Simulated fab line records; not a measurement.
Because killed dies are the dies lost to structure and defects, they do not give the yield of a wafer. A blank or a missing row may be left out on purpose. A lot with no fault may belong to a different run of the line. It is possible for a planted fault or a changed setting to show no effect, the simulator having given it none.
Which tool did it? ; flow n5_finfet ; Sampling: 12 lots, 33 wafers, 4 of 1938 route steps

WHAT THE GAUGES READ, wafer by wafer
N5_BEOL_M7_CD_MEAS_11 targets a cd of 38.5 nm. Usual: cd_nm at 39.0 nm, with a standard deviation of 0.94.
lot;measured;on;cd_nm (nm);flag
L991;day 8 19:16;cd_sem-02;38.8 38.2 39.1;
L992;day 9 01:34;cd_sem-01;38.1 37.2;
L993;day 9 02:59;cd_sem-03;39.9 39.9;
L994;day 9 12:29;cd_sem-02;40.0 39.8;
L996;day 10 02:02;cd_sem-01;40.2 39.2 40.3;
L997;day 10 08:13;cd_sem-01;38.0 37.7 38.0;
L107;day 12 19:06;cd_sem-03;38.9 37.8 38.4;
L109;day 13 07:05;cd_sem-03;39.6 39.4 39.2;
L111;day 14 02:08;cd_sem-03;39.1 39.9 39.2;
L112;day 14 05:35;cd_sem-01;40.8 40.2 40.1;
L113;day 14 17:33;cd_sem-03;39.5 39.5 38.9;
L114;day 14 20:23;cd_sem-03;38.0 38.1 37.3;

WHAT TOOL EACH LOT RAN ON (gives the tool, then ch and the chambers of the sampled wafers, and finally the start)
lot;N5_BEOL_M6_TRENCH_ETCH_37;N5_BEOL_M6_DEP_56;N5_BEOL_M7_COAT_05
L991;rie_diel-04 ch 1,3, day 8 17:18 or earlier;pecvd-01 ch 0,1,2, day 8 17:18;litho_track-02 ch 0, day 8 18:53
L992;rie_diel-05 ch 0,2, day 8 22:52 or earlier;pecvd-02 ch 0,2, day 8 22:52;litho_track-03 ch 0, day 9 01:20
L993;rie_diel-04 ch 0,3, day 9 01:30 or earlier;pecvd-03 ch 1,2, day 9 01:30;litho_track-02 ch 0, day 9 02:44
L994;rie_diel-05 ch 2,3, day 9 09:47 or earlier;pecvd-03 ch 0,1, day 9 09:47;litho_track-02 ch 0, day 9 12:07
L996;rie_diel-06 ch 0,1,2, day 10 00:37 or earlier;pecvd-03 ch 0,1,2, day 10 00:37;litho_track-02 ch 0, day 10 01:40
L997;rie_diel-05 ch 0,1,3, day 10 05:30 or earlier;pecvd-02 ch 1,2, day 10 05:30;litho_track-02 ch 0, day 10 07:59
L107;rie_diel-04 ch 1,2, day 12 16:26 or earlier;pecvd-02 ch 0,1,2, day 12 16:26;litho_track-04 ch 0, day 12 18:51
L109;rie_diel-05 ch 0,1,3, day 13 04:47 or earlier;pecvd-02 ch 0,1,2, day 13 04:47;litho_track-03 ch 0, day 13 06:44
L111;rie_diel-06 ch 1,3, day 13 22:19 or earlier;pecvd-03 ch 0,1,2, day 13 22:19;litho_track-02 ch 0, day 14 01:46
L112;rie_diel-04 ch 1,2, day 14 03:20 or earlier;pecvd-03 ch 0,1,2, day 14 03:20;litho_track-04 ch 0, day 14 05:20
L113;rie_diel-05 ch 0,2, day 14 15:50 or earlier;pecvd-02 ch 0,1, day 14 15:50;litho_track-02 ch 0, day 14 17:19
L114;rie_diel-05 ch 0,2, day 14 18:23 or earlier;pecvd-01 ch 0,1,2, day 14 18:23;litho_track-04 ch 0, day 14 20:02
- N5_BEOL_M6_TRENCH_ETCH_37: etches SiCOH lowk in C4F6/O2, target depth 94.435 nm, time 31.5 s.
- N5_BEOL_M6_DEP_56: deposits SiCN from 3MS/NH3, target thk 10 nm, time 17.5 s.
- N5_BEOL_M7_COAT_05: resist thk 90 nm.

WHAT THE TOOLS THEMSELVES READ (means of the sampled wafers that have a number; where no wafer has one, the mark that the record gives instead)
N5_BEOL_M6_TRENCH_ETCH_37. Usual: O2_flow_sccm 9.998 sccm, standard deviation 0.029; drypump_motor_current_A 5.6 A, standard deviation 0.47; oes_product_au 0.84 a.u., standard deviation 0.094; rf_vpp_V 661 V, standard deviation 28; showerhead_plenum_p_Torr 2.89 Torr, standard deviation 0.071; throttle_valve_pct 20.83 %, standard deviation 0.21.
lot;tool;O2_flow_sccm (sccm);drypump_motor_current_A (A);oes_product_au (a.u.);rf_vpp_V (V);showerhead_plenum_p_Torr (Torr);throttle_valve_pct (%);flag
L991;rie_diel-04;10.012;5.2;0.78;652;2.89;21.14;
L992;rie_diel-05;9.976;6.2;0.78;648;2.97;20.83;
L993;rie_diel-04;9.986;5.7;0.94;655;2.80;20.73;
L994;rie_diel-05;9.991;6.0;0.85;620;3.00;20.77;
L996;rie_diel-06;9.986;5.9;0.73;691;2.88;20.76;
L997;rie_diel-05;10.007;5.6;0.87;662;2.94;20.67;
L107;rie_diel-04;10.008;5.0;0.95;658;2.91;20.98;
L109;rie_diel-05;10.019;5.6;0.82;662;2.93;20.71;
L111;rie_diel-06;10.017;6.0;0.87;692;2.82;20.87;
L112;rie_diel-04;10.009;5.0;0.92;659;2.90;21.00;
L113;rie_diel-05;10.023;6.3;0.75;637;2.96;20.94;
L114;rie_diel-05;10.020;6.3;0.74;637;2.96;20.94;

N5_BEOL_M6_DEP_56. Usual: showerhead_plenum_p_Torr 3.663 Torr, standard deviation 0.013; throttle_valve_pct 9.0 %, standard deviation 0.38.
lot;tool;showerhead_plenum_p_Torr (Torr);throttle_valve_pct (%);flag
L991;pecvd-01;3.663;9.0;
L992;pecvd-02;3.665;9.2;
L993;pecvd-03;3.647;8.7;
L994;pecvd-03;3.659;9.0;
L996;pecvd-03;3.657;9.0;
L997;pecvd-02;3.676;9.1;
L107;pecvd-02;3.673;9.3;
L109;pecvd-02;3.669;9.2;
L111;pecvd-03;3.655;8.9;
L112;pecvd-03;3.661;8.9;
L113;pecvd-02;3.671;9.3;
L114;pecvd-01;3.668;8.8;

N5_BEOL_M7_COAT_05. Usual: spin_speed_rpm at 1499.9 rpm, with a standard deviation of 0.89.
lot;tool;spin_speed_rpm (rpm);flag
L991;litho_track-02;1499.2;
L992;litho_track-03;1500.6;
L993;litho_track-02;1500.2;
L994;litho_track-02;1500.1;
L996;litho_track-02;1379.4;OFF
L997;litho_track-02;1380.2;OFF
L107;litho_track-04;1499.1;
L109;litho_track-03;1499.8;
L111;litho_track-02;1500.6;
L112;litho_track-04;1500.1;
L113;litho_track-02;1500.2;
L114;litho_track-04;1500.8;

THE ANSWER, worked out from the rows above alone
Rule: lot off if the mean of its wafers having a number is beyond 3 standard deviations from the usual mean. A lot without any number at a reading at which 4 lots or more have one is off too. All remaining lots with rows at the step are treated as sound. After the gauges, taken in route order, come the tools' own readings; for these a lot's mean is taken, as printed above. The first step at which some lot is off is used, and at that step the reading that is off furthest; a lot without a number counts as furthest.
Off: L996, L997 (N5_BEOL_M7_COAT_05, spin_speed_rpm).
If a tool, at that step or one of the process steps before it, ran each lot that is off and ran no sound lot following the first of them, it fits. N5_BEOL_M6_TRENCH_ETCH_37 gives no start for some lots, so the hours and the order of its lots are those of N5_BEOL_M6_DEP_56. Not one of the candidates tried fits.

WHAT THE SIMULATOR HAD PUT IN
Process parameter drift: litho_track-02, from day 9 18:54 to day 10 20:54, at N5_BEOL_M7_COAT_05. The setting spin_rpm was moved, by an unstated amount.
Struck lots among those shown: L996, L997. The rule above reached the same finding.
